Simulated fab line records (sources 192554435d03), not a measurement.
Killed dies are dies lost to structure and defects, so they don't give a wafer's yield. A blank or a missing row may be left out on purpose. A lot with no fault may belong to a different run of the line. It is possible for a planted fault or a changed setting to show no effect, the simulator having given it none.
Split-lot experiment | flow n5 finfet | 7 lots, 21 wafers read, on a route of 1938 steps

THE SPLIT
At N5_BEOL_M5_COAT_71 (time 60 s, resist thk 5 nm), the setting spin rpm was moved away from the recipe's 1500 rpm on 8 of the 21 wafers read, by -5.1% to +8.1%. For the rest of the wafers, this setting stayed at what the recipe calls for.

FROM THE SPLIT TO THE READING: what the file shows between them, 3 steps
- N5_BEOL_M5_COAT_05: resist thk 30 nm
- N5_BEOL_M5_EBR_07
- N5_BEOL_M5_DESCUM_16: chemistry O2, time 7 s

THE READING
etch.depth nm (the simulator's own value, which no gauge read), in nm, at N5_BEOL_M5_ETCH_72 (etches underlayer in N2/H2, target depth 6.5 nm, time 5.2 s). No usual value for it is given in the file. Average 5.000 nm, standard deviation 0.01 nm, over the 13 wafers here run with the recipe.

wafer  | tool, chamber at the split | spin rpm as run, rpm | against the recipe | etch.depth nm, nm | against lot-mates on the recipe
L075.3 | litho track-03, 0          | 1500                 | recipe             | 5.004             | -
L075.4 | litho track-03, 0          | 1500                 | recipe             | 4.99              | -
L075.6 | litho track-03, 0          | 1500                 | recipe             | 4.989             | -
L078.3 | litho track-04, 0          | 1500                 | recipe             | 5.001             | -
L078.4 | litho track-04, 0          | 1500                 | recipe             | 5                 | -
L078.6 | litho track-04, 0          | 1622                 | +8.1%              | 4.815             | -0.186
L080.1 | litho track-01, 0          | 1440                 | -4.0%              | 5.106             | +0.095
L080.2 | litho track-01, 0          | 1440                 | -4.0%              | 5.123             | +0.112
L080.4 | litho track-01, 0          | 1500                 | recipe             | 5.011             | -
L079.3 | litho track-04, 0          | 1601                 | +6.7%              | 4.845             | -0.150
L079.4 | litho track-04, 0          | 1500                 | recipe             | 4.995             | -
L079.6 | litho track-04, 0          | 1601                 | +6.7%              | 4.843             | -0.152
L086.2 | litho track-04, 0          | 1500                 | recipe             | 4.991             | -
L086.5 | litho track-04, 0          | 1500                 | recipe             | 4.991             | -
L086.3 | litho track-04, 0          | 1500                 | recipe             | 5.006             | -
L090.1 | litho track-01, 0          | 1425                 | -5.0%              | 5.143             | +0.123
L090.4 | litho track-01, 0          | 1425                 | -5.0%              | 5.159             | +0.139
L090.6 | litho track-01, 0          | 1500                 | recipe             | 5.02              | -
L093.1 | litho track-01, 0          | 1423                 | -5.1%              | 5.128             | +0.127
L093.2 | litho track-01, 0          | 1500                 | recipe             | 5.014             | -
L093.6 | litho track-01, 0          | 1500                 | recipe             | 4.989             | -

FIT RESULTS
A straight line over all 21 wafers: etch.depth nm changes by -0.0252 nm for each +1% of spin rpm; r = -0.99; the points scatter about the line by 0.013 nm.
The same after taking each lot's own level away (the mean of its wafers on the recipe; 21 wafers): -0.0238 nm for each +1%; r = -1.00; scatter 0.0083 nm.
Per that fit: largest spin rpm move, reading shift of 0.19 nm.
The span of the lots' own levels, 4.9943 to 5.0200 nm, comes to 2.6 times the standard deviation stated above.
The two slopes agree, so the slope changes little with the lot-to-lot level.
Check: -0.193 nm against its lot-mates is what the line predicts for one of the wafers moved furthest among these (+8.1%) when that wafer is left out of the fit. It came out at -0.186 nm against them.

OTHER SPLITS APPLIED TO THESE WAFERS
These wafers also went through other splits before the reading. Each is held against what the fit with the lots' levels taken away leaves over:
other split on the same wafers    | wafers away from the commonest value | r with etch.depth nm (lot level and that fit taken away)
N5_BEOL_M3_EXPOSE_08 dose mj      | 4                                    | +0.07
N5_BEOL_M5_HM_DEP_02 target thk a | 9                                    | +0.03

FILE'S OWN FIT
etch.depth nm changes by -0.0237 nm for each +1% of spin rpm, r = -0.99.
